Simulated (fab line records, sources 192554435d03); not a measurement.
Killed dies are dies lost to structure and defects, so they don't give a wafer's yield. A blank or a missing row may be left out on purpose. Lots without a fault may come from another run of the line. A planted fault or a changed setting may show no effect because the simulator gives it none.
A struck lot beside a sound one | flow n5_finfet | 29 steps out of a route of 1938
Sound: wafers L489.2, L489.3, L489.6. Struck: wafers L498.1, L498.3, L498.4. The cause comes at the end.
At each step with rows: each side's tool, then ch and its chambers, then its first start. Under that, the readings that differ: sound wafers | struck wafers | difference of the means | sigmas: that difference in standard deviations of wafers without a fault.
alike: readings whose means differ by less than 2 such deviations, and words and numbers that are the same on both sides. not compared: withheld readings, readings that some wafer has no value for, bounds like >300 that may hide the same value, and numbers for which the record gives no deviation and whose values overlap.
The two part at a step that has a row with sigmas, a row that says differs or no value, or rows on one side only. Numbers that don't overlap but have no deviation are shown without sigmas and don't part them. A reading that every wafer of one side lacks parts them only if that side has two wafers or more.

first, 11 steps without rows for these wafers: N5_BEOL_M3_SPUTTER_92 (material Cu, target thk 4.5 nm, time 8.29 s); N5_BEOL_M3_ANNEAL_93 (time 240 s); N5_BEOL_M3_SPUTTER_94 (material Cu, target thk 4.5 nm, time 8.29 s); N5_BEOL_M3_ANNEAL_95 (time 240 s); N5_BEOL_M3_SPUTTER_96 (material Cu, target thk 4.5 nm, time 8.29 s); N5_BEOL_M3_ECD_50 (material Cu, target thk 300 nm); N5_BEOL_M3_ANNEAL_51 (time 90 s); N5_BEOL_M3_CMP_52 (polishes, stops on SiOC, t overpolish 6.8 s, target thk 40 nm); N5_BEOL_M3_PRE_CLEAN_60 (time 15 s); N5_BEOL_M3_CO_CAP_55 (material Co, precursor CCTBA/H2, target thk 2 nm, time 102.1 s); N5_BEOL_M3_PRE_CLEAN_56 (time 15 s).
N5_BEOL_M3_DEP_57: deposits SiCN from 3MS/NH3, target thk 8 nm, time 14 s.
  sound on pecvd-02 ch 0,1,2, day 9 22:04; struck on pecvd-02 ch 0,2, day 11 19:48
  alike: rf_fwd_power_W, showerhead_plenum_p_Torr, throttle_valve_pct
N5_BEOL_M3_INSPECT_59: inspects for defects (darkfield).
  sound on defect_inspect-01, day 9 22:10; struck on defect_inspect-01, day 11 19:53
  reading          | sound    | struck      | difference | sigmas
  raw_defect_count | 62 65 57 | 647 595 655 | +571       | +21
then, 12 steps without rows for these wafers: N5_BEOL_M4_ILD_DEP_00 (deposits SiOC from DEMS/O2, target thk 79 nm, time 15.3 s); N5_BEOL_M4_PECVD_72 (deposits SiO2 from TEOS/O2, target thk 16 nm, time 18 s); N5_BEOL_M4_HM_DEP_02 (deposits TiN, target thk 20 nm); N5_BEOL_M4_COAT_61 (time 60 s, resist thk 60 nm); N5_BEOL_M4_COAT_62 (time 60 s, resist thk 12 nm); N5_BEOL_M4_COAT_73 (time 60 s, resist thk 5 nm); N5_BEOL_M4_COAT_05 (resist thk 30 nm); N5_BEOL_M4_EBR_07; N5_BEOL_M4_SOFTBAKE_06 (time 60 s); N5_BEOL_M4_EXPOSE_08 (exposes mask M4); N5_BEOL_M4_PEB_09 (peb time 60 s); N5_BEOL_M4_DEVELOP_10 (develop time 30 s).
N5_BEOL_M4_INSPECT_13: inspects for defects (brightfield).
  sound on defect_inspect-01, day 10 00:16; struck on defect_inspect-02, day 11 23:58
  reading          | sound       | struck        | difference | sigmas
  raw_defect_count | 394 316 450 | 1317 919 1361 | +812       | +9
then, 1 step without rows for these wafers: N5_BEOL_M4_DESCUM_16 (chemistry O2, time 7 s).
N5_BEOL_M4_RC_MEAS_101:
  sound on prober-01 ch 0, day 10 08:10; struck on prober-02 ch 0, day 12 15:33
  reading       | sound          | struck         | difference | sigmas
  ION_P (uA/um) | 452 449 470    | 479 466 482    | +19        | +2
  VT_P (mV)     | -253 -254 -254 | -242 -244 -239 | +12        | +3
  alike: DIBL_N, DIBL_P, IOFF_N, IOFF_P, ION_N, SS_N, SS_P, VT_N
-- the record jumps here: 4 days lie between the struck wafers' starts before and after (it left off in module BEOL_M4 and takes up again in module PASSIVATION, whose first step shown is number 1936 of the route) --
N5_PASSIVATION_PROBE_49:
  the record has rows for the struck wafers here (prober-01, day 16 20:37) and none for the sound ones

WHERE THEY PART
First at N5_BEOL_M3_INSPECT_59; last, within this record, at N5_PASSIVATION_PROBE_49.

WHY: what the simulator had put in
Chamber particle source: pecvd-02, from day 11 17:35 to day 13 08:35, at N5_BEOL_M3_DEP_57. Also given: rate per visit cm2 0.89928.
